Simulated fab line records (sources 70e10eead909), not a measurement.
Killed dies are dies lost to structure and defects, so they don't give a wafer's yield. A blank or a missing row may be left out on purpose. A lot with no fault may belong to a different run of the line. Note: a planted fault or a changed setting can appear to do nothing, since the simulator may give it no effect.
fab line records	flow nand-harc
[record] lots = 24	wafers = 72	last-day = 33
route steps=1302 shown A_CHANNEL_FILL_D1@495 A_CHANNEL_HOLE_D2@596 A_CHANNEL_FILL_D2@616 A_STAIRCASE@650
lots untouched by any fault: they come from a run of this same line in which no faults occurred
start-h: the number of hours between the record's first day and the start of the first shown wafer of the lot	wait-h: hours elapsed since this lot's preceding step	" unchanged from the row above	L1.1+2: several wafers, shown together as one row	- either no value or no given start	* or withheld: withheld	< > ~ a bound
route shown NAME@n: a module of which the file shows steps, and the number in the route of the first	usual: the fault-free wafers' mean and standard deviation	same: alike in all rows	chamber/n: place in a boat	sites: the reading at each site	_std_site: their standard deviation	_edge_site: outer sites' mean less inner sites'	radius-mm: for every site, how far away it sits from the centre of the wafer	mask NAME#n: copy n	behind: tool/chamber where the wafer was last shaped	hold: why the lot was held/for how many hours/how that ended	device: whichever transistor did not switch (one of n, p or np)	end of line: tests of these same wafers at the route's end	for a step that has no rows: nothing shown but its recipe	killed: the dies lost at the first sort to structure and to defects; this is not the yield of the wafer	map: a wafer's dies, marking killed ones x, the rest . and places with no die _
set.NAME: setting as actually run; set.NAME@STEP: the setting as run at that earlier step	model.NAME: the simulator's own value behind a step, which no gauge read
a sample of lots followed through the steps of the route, with each step as a table and each wafer as a row
services: from which hour (start-h, from the record's first day; less than 0 if before it) a tool's chamber was out of use, for how many hours, and why
[[steps]]
[step NHARC_A_CHANNEL_FILL_D1_ALD_15]
[recipe] target-thk-a = 20	pulse-time-s = 60	ald-cycles = 19	temp-c = 630	pressure-torr = 2	material = SiNx
[usual] precursor-pulse-height-rel = 0.998/0.019
lot.wafer	tool	chamber	start-h	wait-h	precursor-pulse-height-rel
L074.1	ald-sin-batch-01	0	-	-	1.006
L074.4	"	0	"	"	1.038
L074.6	"	0	"	"	0.990
L075.2	ald-sin-batch-03	0	-	-	1.005
L075.5	"	0	"	"	0.999
L075.6	"	0	"	"	0.966
L076.2	ald-sin-batch-01	0	-	-	0.992
L076.5	"	0	"	"	0.980
L076.6	"	0	"	"	0.978
L077.2	ald-sin-batch-03	0	-	-	0.982
L077.4	"	0	"	"	1.033
L077.6	"	0	"	"	1.007
L078.3	ald-sin-batch-02	0	-	-	0.982
L078.4	"	0	"	"	0.981
L078.6	"	0	"	"	1.032
L079.1	ald-sin-batch-02	0	-	-	1.003
L079.2	"	0	"	"	0.956
L079.3	"	0	"	"	1.005
L080.1	ald-sin-batch-01	0	-	-	1.008
L080.3	"	0	"	"	0.990
L080.5	"	0	"	"	1.014
L081.2	ald-sin-batch-03	0	-	-	1.003
L081.3	"	0	"	"	0.996
L081.5	"	0	"	"	1.006
L082.1	ald-sin-batch-03	0	-	-	1.014
L082.2	"	0	"	"	0.991
L082.5	"	0	"	"	0.988
L083.2	ald-sin-batch-03	0	-	-	1.018
L083.4	"	0	"	"	0.983
L083.5	"	0	"	"	0.987
L084.1	ald-sin-batch-03	0	-	-	0.962
L084.3	"	0	"	"	1.002
L084.6	"	0	"	"	1.015
L085.1	ald-sin-batch-02	0	-	-	0.998
L085.2	"	0	"	"	1.021
L085.4	"	0	"	"	0.962
L086.1	ald-sin-batch-01	0	-	-	0.996
L086.3	"	0	"	"	0.972
L086.4	"	0	"	"	1.022
L087.1	ald-sin-batch-02	0	-	-	1.000
L087.4	"	0	"	"	0.997
L087.6	"	0	"	"	1.027
L088.1	ald-sin-batch-02	0	-	-	0.989
L088.2	"	0	"	"	0.990
L088.5	"	0	"	"	1.012
L089.1	ald-sin-batch-03	0	-	-	0.984
L089.3	"	0	"	"	1.018
L089.6	"	0	"	"	0.995
L090.2	ald-sin-batch-01	0	-	-	0.978
L090.3	"	0	"	"	0.994
L090.6	"	0	"	"	0.996
L091.1	ald-sin-batch-01	0	-	-	0.984
L091.2	"	0	"	"	1.001
L091.3	"	0	"	"	1.019
L092.4	ald-sin-batch-02	0	-	-	0.996
L092.5	"	0	"	"	1.012
L092.6	"	0	"	"	1.015
L093.2	ald-sin-batch-03	0	-	-	0.994
L093.3	"	0	"	"	0.974
L093.6	"	0	"	"	0.992
L094.1	ald-sin-batch-01	0	-	-	1.006
L094.3	"	0	"	"	0.989
L094.4	"	0	"	"	1.014
L096.2	ald-sin-batch-01	0	-	-	1.003
L096.3	"	0	"	"	0.995
L096.4	"	0	"	"	0.988
L095.3	ald-sin-batch-01	0	-	-	0.998
L095.5	"	0	"	"	1.006
L095.6	"	0	"	"	1.008
L097.1	ald-sin-batch-03	0	-	-	0.972
L097.2	"	0	"	"	1.021
L097.5	"	0	"	"	0.997
[step NHARC_A_CHANNEL_FILL_D1_ETCHBACK_19]
[recipe] target-depth-a = 50	time-s = 1.7	hbr-flow-sccm = 150	cl2-flow-sccm = 50	rf-w = 400	icp-w = 400	bias-w = 100	chemistry = HBr/Cl2
[usual] drypump-motor-current-A = 5.6/0.42	oes-product-au = 0.998/0.013	throttle-valve-pct = 26.405/0.0093
lot.wafer	tool	chamber	start-h	wait-h	drypump-motor-current-A	oes-product-au	rf-hours-counter-h	throttle-valve-pct
L074.4	rie-si-05	3	231.09	0.4	5.5	1.000	0.57	26.404
L074.1	"	1	"	"	6.0	1.004	0.55	26.423
L074.6	"	0	"	"	5.7	0.993	-	26.399
L075.2	rie-si-03	3	231.12	0.4	5.1	0.984	0	26.411
L075.6	"	1	"	"	4.9	0.992	-	26.417
L075.5	"	2	"	"	5.2	1.011	-	26.413
L076.2	rie-si-05	3	238.58	0.4	5.4	1.000	0.60	26.412
L076.6	"	1	"	"	6.0	1.007	-	26.408
L076.5	"	2	"	"	6.7	1.032	-	26.413
L077.2	rie-si-02	2	250.55	0.4	5.2	0.981	0.89	26.383
L077.4	"	3	"	"	5.5	0.995	0.91	26.393
L077.6	"	3	"	"	5.6	0.998	-	26.407
L079.2	rie-si-02	3	256.51	0.4	5.6	0.992	0.94	26.405
L079.1	"	1	"	"	5.4	0.986	1.05	26.412
L079.3	"	2	"	"	5.3	0.974	0.91	26.398
L078.3	rie-si-05	2	256.53	0.4	6.7	1.020	0.80	26.399
L078.4	"	3	"	"	5.5	0.996	0.69	26.408
L078.6	"	0	"	"	5.7	0.998	-	26.401
L080.3	rie-si-02	0	268.08	0.4	5.5	1.005	0.99	26.411
L080.1	"	2	"	"	5.3	0.984	0.95	26.410
L080.5	"	3	"	"	5.6	0.984	-	26.406
L082.1	rie-si-05	0	282.95	0.4	5.7	0.993	0.74	26.404
L082.2	"	3	"	"	5.5	1.001	0.79	26.420
L082.5	"	0	"	"	5.7	0.992	-	26.394
L081.3	rie-si-03	1	282.98	0.4	4.9	0.991	0.30	26.404
L081.2	"	2	"	"	5.3	1.012	0.35	26.412
L081.5	"	0	"	"	5.5	0.984	-	26.405
L083.2	rie-si-03	0	310.96	0.4	5.5	0.986	0.50	26.403
L083.4	"	1	"	"	4.9	0.981	0.46	26.412
L083.5	"	0	"	"	5.5	0.977	-	26.417
L084.3	rie-si-02	1	310.97	0.4	5.4	0.987	0.11	26.404
L084.1	"	2	"	"	5.2	0.986	0.12	26.403
L084.6	"	0	"	"	5.5	1.012	-	26.397
L085.4	rie-si-02	3	327.69	0.4	5.5	1.010	0.36	26.413
L085.1	"	0	"	"	5.5	1.017	0.38	26.391
L085.2	"	2	"	"	5.3	0.994	0.30	26.407
L086.3	rie-si-03	0	327.69	0.4	5.5	0.983	0.57	26.404
L086.1	"	1	"	"	4.9	0.990	0.53	26.421
L086.4	"	3	"	"	5.1	0.986	0.63	26.409
L087.4	rie-si-05	2	355.69	0.4	6.6	1.008	0.27	26.401
L087.1	"	0	"	"	5.7	0.983	0.28	26.411
L087.6	"	2	"	"	6.7	1.013	-	26.406
L088.1	rie-si-02	2	362.20	0.4	5.2	1.002	0.48	26.404
L088.2	"	3	"	"	5.6	1.002	0.53	26.409
L088.5	"	1	"	"	5.4	0.993	-	26.397
L089.3	rie-si-02	2	370.30	0.4	5.2	0.998	0.50	26.390
L089.1	"	1	"	"	5.4	0.995	0.53	26.418
L089.6	"	2	"	"	5.2	0.994	-	26.421
L091.3	rie-si-02	3	390.82	0.4	5.5	0.993	0.66	26.418
L091.1	"	1	"	"	5.4	0.998	0.66	26.410
L091.2	"	2	"	"	5.2	0.981	0.65	26.402
L090.3	rie-si-05	0	390.84	0.4	5.7	0.984	0.42	26.391
L090.2	"	3	"	"	5.5	0.997	0.44	26.410
L090.6	"	1	"	"	6.0	0.988	-	26.408
L092.4	rie-si-02	2	397.57	0.4	5.2	0.997	0.67	26.406
L092.5	"	0	"	"	5.5	1.026	-	26.404
L092.6	"	1	"	"	5.4	1.006	-	26.428
L093.3	rie-si-05	0	402.82	0.4	5.7	0.984	0.49	26.395
L093.2	"	3	"	"	5.5	1.003	0.53	26.403
L093.6	"	0	"	"	5.7	0.988	-	26.402
L096.4	rie-si-05	2	430.60	0.4	6.6	1.015	0.78	26.398
L096.3	"	3	"	"	5.5	0.997	0.64	26.389
L096.2	"	1	"	"	6.1	0.985	0.77	26.414
L094.1	rie-si-02	2	430.60	0.4	5.2	0.993	0.83	26.405
L094.4	"	3	"	"	5.6	0.995	0.88	26.388
L094.3	"	0	"	"	5.5	1.023	1.01	26.411
L095.3	rie-si-05	3	435.16	0.4	5.5	0.983	0.66	26.394
L095.6	"	3	"	"	5.5	0.982	-	26.410
L095.5	"	0	"	"	5.7	0.988	-	26.412
L097.1	rie-si-03	1	443.39	0.4	4.9	1.013	0.13	26.412
L097.2	"	2	"	"	5.2	1.009	0.25	26.414
L097.5	"	2	"	"	5.2	1.012	-	26.414
[step NHARC_A_CHANNEL_HOLE_D2_ETCH_24]
[recipe] bias-v = 5000	source-w = withheld	pressure-mtorr = 20	time-s = 906.2	ar-flow-sccm = 375	c4f8-flow-sccm = 93.8	o2-flow-sccm = 31.2	temp-c = -20	target-depth-a = 15000	chemistry = C4F8/O2/Ar
[usual] c4f8-flow-sccm = 93.79/0.27	drypump-motor-current-A = 5.71/0.25	showerhead-plenum-p-Torr = 3.62/0.063	temp-c = -19.96/0.12	throttle-valve-pct = 32.235/0.0096
lot.wafer	tool	chamber	start-h	wait-h	c4f8-flow-sccm	drypump-motor-current-A	rf-hours-counter-h	showerhead-plenum-p-Torr	temp-c	throttle-valve-pct
L074.1	har-etch-01	1	311.25	0.6	94.13	5.68	158	3.69	-20.16	32.217
L074.4	"	0	"	"	93.61	5.33	-	3.56	-19.99	32.251
L074.6	"	0	"	"	93.96	5.33	-	3.56	-20.00	32.245
L075.2	har-etch-02	0	312.34	0.6	94.07	6.04	365	3.64	-19.89	32.235
L075.6	"	1	"	"	93.65	5.81	-	3.72	-20.00	32.233
L075.5	"	0	"	"	93.55	6.02	-	3.64	-19.90	32.244
L076.2	har-etch-01	1	315.39	0.6	93.61	5.72	162	3.69	-19.97	32.244
L076.5	"	0	"	"	93.79	5.32	-	3.56	-19.93	32.237
L076.6	"	1	"	"	93.48	5.70	-	3.69	-19.97	32.238
L077.2	har-etch-01	0	337.27	0.6	93.28	5.33	170	3.56	-20.03	32.230
L077.4	"	0	"	"	93.34	5.35	-	3.56	-19.90	32.228
L077.6	"	0	"	"	93.31	5.32	-	3.56	-20.26	32.230
L078.3	har-etch-02	0	338.35	0.6	93.84	6.04	-	3.63	-19.90	32.222
L078.4	"	1	"	"	93.80	5.76	-	3.72	-19.97	32.242
L078.6	"	1	"	"	93.96	5.78	-	3.72	-20.12	32.250
L079.2	har-etch-01	0	341.43	0.6	93.73	5.33	174	3.55	-19.91	32.231
L079.1	"	1	"	"	93.51	5.74	174	3.68	-20.06	32.228
L079.3	"	0	"	"	93.98	5.35	-	3.55	-19.92	32.241
L080.1	har-etch-01	0	353.28	0.6	93.89	5.35	185	3.55	-19.85	32.241
L080.3	"	1	"	"	94.09	5.66	-	3.68	-19.93	32.250
L080.5	"	0	"	"	93.84	5.34	-	3.55	-19.84	32.235
L082.1	har-etch-02	0	358.59	0.6	93.91	6.04	392	3.62	-19.84	32.249
L082.2	"	1	"	"	94.15	5.74	392	3.71	-20.07	32.224
L082.5	"	0	"	"	93.61	6.08	-	3.62	-19.96	32.233
L081.2	har-etch-01	1	358.95	0.6	93.32	5.71	189	3.67	-20.18	32.248
L081.3	"	1	"	"	94.22	5.68	-	3.67	-20.11	32.220
L081.5	"	1	"	"	93.80	5.71	-	3.67	-20.07	32.228
L083.2	har-etch-01	0	398.70	0.6	93.90	5.32	211	3.53	-19.84	32.227
L083.4	"	0	"	"	93.77	5.33	-	3.53	-20.00	32.246
L083.5	"	1	"	"	93.78	5.70	-	3.66	-19.76	32.223
L084.1	har-etch-02	0	400.22	0.6	93.70	6.03	2	3.61	-19.88	32.223
L084.3	"	0	"	"	93.85	6.02	-	3.61	-19.97	32.232
L084.6	"	0	"	"	93.80	6.04	-	3.61	-19.97	32.247
L085.1	har-etch-02	1	411.38	0.6	93.54	5.80	10	3.70	-19.77	32.220
L085.2	"	0	"	"	94.06	6.02	10	3.61	-19.91	32.246
L085.4	"	0	"	"	94.18	6.01	-	3.61	-20.19	32.236
L086.1	har-etch-01	0	411.84	0.6	93.97	5.31	223	3.53	-20.04	32.252
L086.3	"	1	"	"	93.75	5.71	-	3.65	-20.00	32.240
L086.4	"	0	"	"	93.92	5.33	-	3.53	-19.90	32.249
L087.1	har-etch-02	1	437.38	0.6	93.91	5.81	22	3.69	-20.08	32.244
L087.4	"	1	"	"	93.60	5.78	-	3.69	-19.96	32.243
L087.6	"	1	"	"	93.84	5.78	-	3.69	-20.04	32.234
L088.2	har-etch-02	0	451.43	0.6	94.03	6.00	29	3.60	-19.87	32.244
L088.1	"	1	"	"	93.86	5.73	29	3.69	-19.89	32.234
L088.5	"	1	"	"	93.72	5.76	-	3.69	-19.83	32.212
L089.1	har-etch-01	1	452.69	0.6	93.89	5.68	246	3.64	-20.06	32.234
L089.3	"	1	"	"	93.54	5.72	-	3.64	-20.02	32.250
L089.6	"	1	"	"	93.56	5.69	-	3.64	-20.16	32.230
L090.2	har-etch-01	1	474.90	0.6	94.17	5.68	257	3.64	-19.95	32.239
L090.3	"	1	"	"	94.43	5.68	-	3.64	-19.77	32.240
L090.6	"	1	"	"	93.85	5.67	-	3.64	-19.79	32.244
L091.2	har-etch-02	1	478.36	0.6	93.53	5.79	44	3.68	-19.91	32.228
L091.1	"	0	"	"	94.00	6.01	44	3.59	-19.99	32.229
L091.3	"	1	"	"	93.40	5.77	-	3.68	-20.08	32.234
L092.4	har-etch-01	0	479.32	0.6	94.12	5.34	-	3.51	-20.03	32.235
L092.5	"	0	"	"	93.87	5.34	-	3.51	-19.97	32.239
L092.6	"	1	"	"	93.76	5.68	-	3.63	-19.99	32.238
L093.2	har-etch-02	1	486.83	0.6	93.87	5.82	52	3.67	-19.80	32.248
L093.3	"	0	"	"	93.96	6.04	-	3.59	-19.96	32.238
L093.6	"	0	"	"	94.07	6.04	-	3.59	-20.04	32.225
L094.1	har-etch-01	0	507.91	0.6	94.03	5.33	280	3.50	-19.90	32.237
L094.3	"	1	"	"	93.46	5.66	-	3.62	-20.05	32.218
L094.4	"	0	"	"	93.43	5.31	-	3.50	-19.92	32.218
L096.2	har-etch-02	1	507.91	0.6	93.60	5.77	67	3.67	-20.11	32.230
L096.3	"	0	"	"	93.35	6.04	-	3.58	-19.74	32.231
L096.4	"	1	"	"	93.60	5.76	-	3.67	-20.18	32.235
L095.3	har-etch-02	1	517.65	0.6	94.14	5.77	-	3.66	-19.84	32.245
L095.6	"	0	"	"	93.73	6.05	-	3.57	-20.07	32.232
L095.5	"	1	"	"	93.91	5.75	-	3.66	-19.88	32.241
L097.1	har-etch-02	1	525.27	0.6	93.66	5.76	79	3.66	-20.07	32.235
L097.2	"	0	"	"	93.93	6.03	79	3.57	-19.88	32.222
L097.5	"	1	"	"	93.27	5.76	-	3.66	-19.92	32.245
[step NHARC_A_CHANNEL_HOLE_D2_CD_MEAS_31]
[usual] cd-nm = 90.2/1.7
lot.wafer	tool	chamber	start-h	wait-h	cd-nm
L074.1	cd-sem-02	-	314.50	-	92.8
L074.4	"	-	"	"	93.7
L074.6	"	-	"	"	90.1
L075.2	cd-sem-02	-	315.61	-	88.8
L075.5	"	-	"	"	90.7
L075.6	"	-	"	"	89.3
L076.2	cd-sem-02	-	318.65	-	88.9
L076.5	"	-	"	"	89.1
L076.6	"	-	"	"	92.6
L077.2	cd-sem-02	-	340.65	-	91.7
L077.4	"	-	"	"	91.7
L077.6	"	-	"	"	89.6
L078.3	cd-sem-02	-	341.49	-	88.8
L078.4	"	-	"	"	88.3
L078.6	"	-	"	"	87.7
L079.1	cd-sem-02	-	344.81	-	91.4
L079.2	"	-	"	"	89.1
L079.3	"	-	"	"	90.8
L080.1	cd-sem-01	-	356.66	-	86.7
L080.3	"	-	"	"	92.3
L080.5	"	-	"	"	89.5
L082.1	cd-sem-01	-	361.99	-	90.2
L082.2	"	-	"	"	91.7
L082.5	"	-	"	"	91.4
L081.2	cd-sem-02	-	362.22	-	88.2
L081.3	"	-	"	"	93.8
L081.5	"	-	"	"	87.3
L083.2	cd-sem-02	-	401.97	-	88.4
L083.4	"	-	"	"	92.4
L083.5	"	-	"	"	87.8
L084.1	cd-sem-02	-	403.48	-	90.1
L084.3	"	-	"	"	88.6
L084.6	"	-	"	"	92.3
L085.1	cd-sem-03	-	414.74	-	93.9
L085.2	"	-	"	"	89.3
L085.4	"	-	"	"	90.7
L086.1	cd-sem-02	-	415.10	-	90.8
L086.3	"	-	"	"	88.4
L086.4	"	-	"	"	90.6
L087.1	cd-sem-03	-	440.77	-	91.9
L087.4	"	-	"	"	92.0
L087.6	"	-	"	"	91.0
L088.1	cd-sem-02	-	454.82	-	92.3
L088.2	"	-	"	"	91.5
L088.5	"	-	"	"	90.6
L089.1	cd-sem-02	-	456.06	-	91.1
L089.3	"	-	"	"	89.9
L089.6	"	-	"	"	88.5
L090.2	cd-sem-02	-	478.29	-	89.3
L090.3	"	-	"	"	91.9
L090.6	"	-	"	"	91.4
L091.1	cd-sem-01	-	481.76	-	89.9
L091.2	"	-	"	"	92.1
L091.3	"	-	"	"	89.2
L092.4	cd-sem-03	-	482.48	-	87.1
L092.5	"	-	"	"	89.4
L092.6	"	-	"	"	88.1
L093.2	cd-sem-01	-	490.11	-	87.6
L093.3	"	-	"	"	88.5
L093.6	"	-	"	"	92.6
L094.1	cd-sem-03	-	511.16	-	91.3
L094.3	"	-	"	"	88.8
L094.4	"	-	"	"	90.5
L096.2	cd-sem-01	-	511.19	-	88.3
L096.3	"	-	"	"	91.8
L096.4	"	-	"	"	89.9
L095.3	cd-sem-02	-	520.65	-	89.8
L095.5	"	-	"	"	90.2
L095.6	"	-	"	"	89.3
L097.1	cd-sem-01	-	528.80	-	89.5
L097.2	"	-	"	"	88.3
L097.5	"	-	"	"	91.3
[step NHARC_A_CHANNEL_FILL_D2_ALD_16]
[recipe] target-thk-a = 15	pulse-time-s = 10	ald-cycles = 15	temp-c = 300	material = SiO2
[usual] heater-power-w = 488/53	precursor-pulse-height-rel = 1.001/0.02
lot.wafer	tool	chamber	start-h	wait-h	heater-power-w	precursor-pulse-height-rel
L074.1	ald-hk-04	1	327.12	0.1	456	0.992
L074.4	"	2	"	"	445	0.996
L074.6	"	3	"	"	490	0.990
L075.2	ald-hk-04	1	327.31	0.3	466	1.001
L075.5	"	2	"	"	435	1.000
L075.6	"	3	"	"	481	0.993
L076.2	ald-hk-02	0	331.19	0.0	461	1.007
L076.5	"	0	"	"	455	1.015
L076.6	"	1	"	"	522	0.985
L078.4	ald-hk-03	1	356.10	3.0	535	0.970
L078.3	"	0	"	"	436	0.978
L078.6	"	2	"	"	487	0.962
L077.4	ald-hk-03	2	356.29	3.2	473	0.976
L077.2	"	3	"	"	414	0.980
L077.6	"	2	"	"	484	1.044
L079.1	ald-hk-03	1	357.50	0.1	538	0.983
L079.3	"	2	"	"	480	1.027
L079.2	"	3	"	"	410	0.990
L080.1	ald-hk-04	3	369.22	0.0	483	0.996
L080.3	"	2	"	"	465	0.983
L080.5	"	0	"	"	615	0.978
L081.3	ald-hk-02	2	374.56	0.0	539	0.989
L081.2	"	0	"	"	454	0.986
L081.5	"	3	"	"	432	0.969
L082.2	ald-hk-03	1	374.56	0.0	515	1.001
L082.1	"	3	"	"	420	1.010
L082.5	"	1	"	"	526	0.968
L084.3	ald-hk-02	2	414.54	0.1	556	0.972
L084.1	"	0	"	"	449	0.992
L084.6	"	3	"	"	436	0.996
L083.2	ald-hk-02	1	414.76	0.3	533	0.989
L083.4	"	2	"	"	545	0.983
L083.5	"	3	"	"	435	0.997
L086.3	ald-hk-02	1	427.36	0.0	542	1.004
L086.1	"	3	"	"	444	1.028
L086.4	"	0	"	"	453	0.979
L085.2	ald-hk-03	2	427.36	0.0	482	1.002
L085.1	"	3	"	"	410	1.037
L085.4	"	0	"	"	417	1.021
L087.1	ald-hk-03	1	456.36	0.6	530	0.981
L087.4	"	2	"	"	477	0.995
L087.6	"	2	"	"	472	1.024
L088.2	ald-hk-02	1	467.44	0.0	525	0.982
L088.1	"	0	"	"	455	1.021
L088.5	"	2	"	"	542	1.025
L089.1	ald-hk-04	0	467.50	0.1	594	0.994
L089.3	"	1	"	"	486	1.009
L089.6	"	2	"	"	467	0.992
L090.3	ald-hk-03	3	490.84	0.0	419	0.989
L090.2	"	2	"	"	469	1.022
L090.6	"	0	"	"	427	1.022
L091.3	ald-hk-04	1	494.93	0.0	479	1.016
L091.1	"	3	"	"	451	0.995
L091.2	"	0	"	"	597	0.956
L092.4	ald-hk-04	1	495.15	0.3	489	1.025
L092.5	"	3	"	"	479	1.005
L092.6	"	0	"	"	580	1.013
L093.2	ald-hk-02	2	502.64	0.1	548	1.032
L093.3	"	3	"	"	452	1.007
L093.6	"	1	"	"	529	0.989
L094.4	ald-hk-02	3	523.74	0.1	444	0.998
L094.1	"	0	"	"	452	1.006
L094.3	"	1	"	"	527	1.031
L096.2	ald-hk-03	3	523.74	0.1	420	1.027
L096.3	"	1	"	"	530	1.045
L096.4	"	2	"	"	479	1.026
L095.3	ald-hk-04	0	535.45	2.2	606	1.024
L095.5	"	2	"	"	482	0.980
L095.6	"	3	"	"	467	1.030
L097.2	ald-hk-04	0	541.95	0.0	577	1.025
L097.1	"	2	"	"	470	1.006
L097.5	"	0	"	"	576	1.011
[step NHARC_A_STAIRCASE_DESCUM_168]
[recipe] time-s = 3	o2-flow-sccm = 200	ar-flow-sccm = 0	bias-power-w = 0	chemistry = O2
[usual] drypump-motor-current-A = 5.5/0.3	oes-product-au = 0.995/0.013	rf-vpp-V = 57.9/0.94	showerhead-plenum-p-Torr = 1.94/0.094	throttle-valve-pct = 11.312/0.0095
lot.wafer	tool	chamber	start-h	wait-h	drypump-motor-current-A	oes-product-au	rf-hours-counter-h	rf-vpp-V	showerhead-plenum-p-Torr	throttle-valve-pct
L075.2	rie-diel-06	3	366.06	-	5.9	0.979	13	58.6	1.95	11.318
L075.6	"	3	"	"	5.9	0.981	-	57.2	1.95	11.306
L075.5	"	0	"	"	5.0	0.999	-	58.4	2.05	11.317
L076.2	rie-diel-06	0	366.32	-	5.0	0.998	13	58.9	2.05	11.304
L076.5	"	3	"	"	5.9	0.974	-	57.9	1.95	11.305
L076.6	"	0	"	"	5.0	1.004	-	57.1	2.05	11.324
L074.1	rie-diel-06	0	369.05	-	5.0	1.008	14	58.2	2.05	11.335
L074.4	"	2	"	"	5.4	0.992	12	56.2	1.84	11.296
L074.6	"	0	"	"	5.0	0.996	-	57.5	2.05	11.315
L078.4	rie-diel-02	2	393.25	-	5.9	1.006	60	56.9	1.99	11.310
L078.3	"	0	"	"	5.8	1.005	54	56.5	1.79	11.302
L078.6	"	3	"	"	5.2	1.008	-	56.1	1.93	11.313
L077.2	rie-diel-02	1	393.30	-	5.6	0.986	58	56.1	1.77	11.307
L077.4	"	3	"	"	5.2	0.989	59	56.5	1.93	11.314
L077.6	"	1	"	"	5.6	0.994	-	57.7	1.77	11.304
L079.3	rie-diel-02	2	393.46	-	5.8	0.999	60	58.1	1.98	11.302
L079.2	"	3	"	"	5.3	0.991	59	59.8	1.93	11.311
L079.1	"	1	"	"	5.6	0.990	58	55.6	1.77	11.306
L080.1	rie-diel-02	2	407.86	-	5.8	1.018	2	57.9	1.98	11.304
L080.3	"	3	"	"	5.2	0.993	1	58.7	1.93	11.316
L080.5	"	1	"	"	5.6	1.004	-	59.2	2.08	11.319
L081.3	rie-diel-03	3	411.54	-	5.7	1.021	47	57.2	1.89	11.318
L081.2	"	2	"	"	5.4	1.019	44	58.7	1.94	11.321
L081.5	"	0	"	"	5.2	1.011	-	56.5	1.77	11.300
L082.1	rie-diel-06	2	411.72	-	5.4	0.983	24	58.0	1.84	11.317
L082.2	"	3	"	"	6.0	0.995	26	58.6	1.94	11.299
L082.5	"	0	"	"	5.0	1.001	-	58.4	2.05	11.317
L084.3	rie-diel-06	1	452.89	-	5.2	0.974	40	59.0	1.89	11.300
L084.1	"	0	"	"	5.0	0.992	43	58.8	2.04	11.313
L084.6	"	1	"	"	5.2	0.963	-	56.6	1.89	11.313
L083.4	rie-diel-03	1	453.15	-	5.8	1.000	53	59.9	2.05	11.318
L083.2	"	2	"	"	5.4	1.007	59	57.8	1.94	11.311
L083.5	"	0	"	"	5.2	1.001	-	58.4	1.77	11.322
L086.1	rie-diel-02	0	465.70	-	5.8	1.001	22	57.3	1.78	11.318
L086.3	"	1	"	"	5.6	0.997	19	58.9	2.07	11.322
L086.4	"	2	"	"	5.9	1.010	17	58.6	1.98	11.329
L085.2	rie-diel-06	1	465.85	-	5.3	0.973	43	58.0	1.88	11.327
L085.1	"	2	"	"	5.4	0.991	40	57.1	1.84	11.309
L085.4	"	0	"	"	5.0	0.984	46	58.0	2.04	11.297
L087.1	rie-diel-03	2	492.97	-	5.4	0.996	11	56.5	1.93	11.305
L087.4	"	2	"	"	5.4	0.993	-	58.9	1.93	11.302
L087.6	"	3	"	"	5.6	0.999	-	58.1	1.88	11.317
L088.1	rie-diel-03	1	504.30	-	5.8	0.996	16	57.0	2.05	11.304
L088.2	"	3	"	"	5.6	1.000	14	57.3	1.88	11.321
L088.5	"	0	"	"	5.2	0.976	-	57.6	2.07	11.336
L089.3	rie-diel-06	0	504.45	-	5.0	0.985	2	58.5	2.04	11.319
L089.1	"	1	"	"	5.3	1.000	2	56.3	1.88	11.305
L089.6	"	1	"	"	5.3	1.000	-	59.0	1.88	11.327
L090.2	rie-diel-06	0	527.85	-	5.0	0.979	8	58.4	2.04	11.330
L090.3	"	1	"	"	5.3	0.999	8	56.3	1.88	11.299
L090.6	"	1	"	"	5.3	0.996	-	57.7	1.88	11.300
L092.6	rie-diel-03	2	532.33	-	5.4	1.004	-	57.5	1.93	11.318
L092.4	"	0	"	"	5.2	0.968	-	58.3	2.07	11.315
L092.5	"	1	"	"	5.8	0.988	-	57.2	2.04	11.321
L091.3	rie-diel-02	2	532.46	-	5.9	1.015	42	57.4	1.97	11.324
L091.1	"	3	"	"	5.2	1.011	46	57.5	1.91	11.294
L091.2	"	1	"	"	5.6	1.001	40	58.2	2.06	11.315
L093.3	rie-diel-02	2	539.61	-	5.9	1.011	45	58.3	1.97	11.312
L093.2	"	0	"	"	5.8	0.998	46	57.5	1.77	11.295
L093.6	"	1	"	"	5.6	1.010	-	59.4	2.06	11.302
L094.3	rie-diel-06	0	561.37	-	5.0	0.988	22	57.0	2.03	11.315
L094.4	"	1	"	"	5.2	1.004	21	58.3	1.88	11.320
L094.1	"	2	"	"	5.4	0.993	20	58.1	1.83	11.315
L096.2	rie-diel-03	0	564.25	-	5.2	0.963	28	59.1	2.07	11.332
L096.4	"	1	"	"	5.8	0.998	34	56.1	2.04	11.298
L096.3	"	2	"	"	5.4	1.014	33	57.9	1.93	11.315
L095.3	rie-diel-03	1	574.37	-	5.9	1.000	37	58.5	2.04	11.316
L095.6	"	0	"	"	5.2	0.964	-	57.1	2.07	11.316
L095.5	"	1	"	"	5.9	0.995	-	58.0	2.04	11.305
L097.1	rie-diel-06	2	579.45	-	5.4	1.000	27	57.6	1.83	11.304
L097.2	"	3	"	"	5.9	0.992	25	57.1	1.93	11.303
L097.5	"	3	"	"	5.9	0.971	-	58.2	1.93	11.318
[[services]]
tool	chamber	start-h	hours	kind
rie-diel-06	0	205.30	7.9	repair
rie-si-02	2	212.03	11.7	repair
ald-hk-03	-	216.35	10.0	pm
ald-hk-04	-	255.53	10.0	pm
rie-diel-06	0	266.68	1.7	repair
rie-si-02	-	277.00	9.0	pm
rie-diel-06	3	299.02	2.8	repair
rie-si-05	-	305.00	9.0	pm
rie-diel-06	-	307.39	9.0	pm
ald-hk-02	-	351.64	10.0	pm
har-etch-02	-	380.97	17.0	pm
ald-sin-batch-01	-	388.25	1.2	repair
rie-si-02	0	431.74	1.7	repair
rie-si-05	1	440.38	3.8	repair
rie-si-02	-	454.00	9.0	pm
rie-si-05	-	482.00	9.0	pm
rie-diel-06	-	484.39	9.0	pm
ald-sin-batch-01	-	507.18	26.0	pm
rie-si-05	-	507.46	0.3	repair
rie-si-05	2	514.10	5.0	repair
rie-diel-06	3	518.22	11.4	repair
rie-si-05	1	528.44	8.7	repair
rie-si-05	0	530.79	5.8	repair
rie-si-05	-	550.61	0.9	repair
[[key]]
fault none
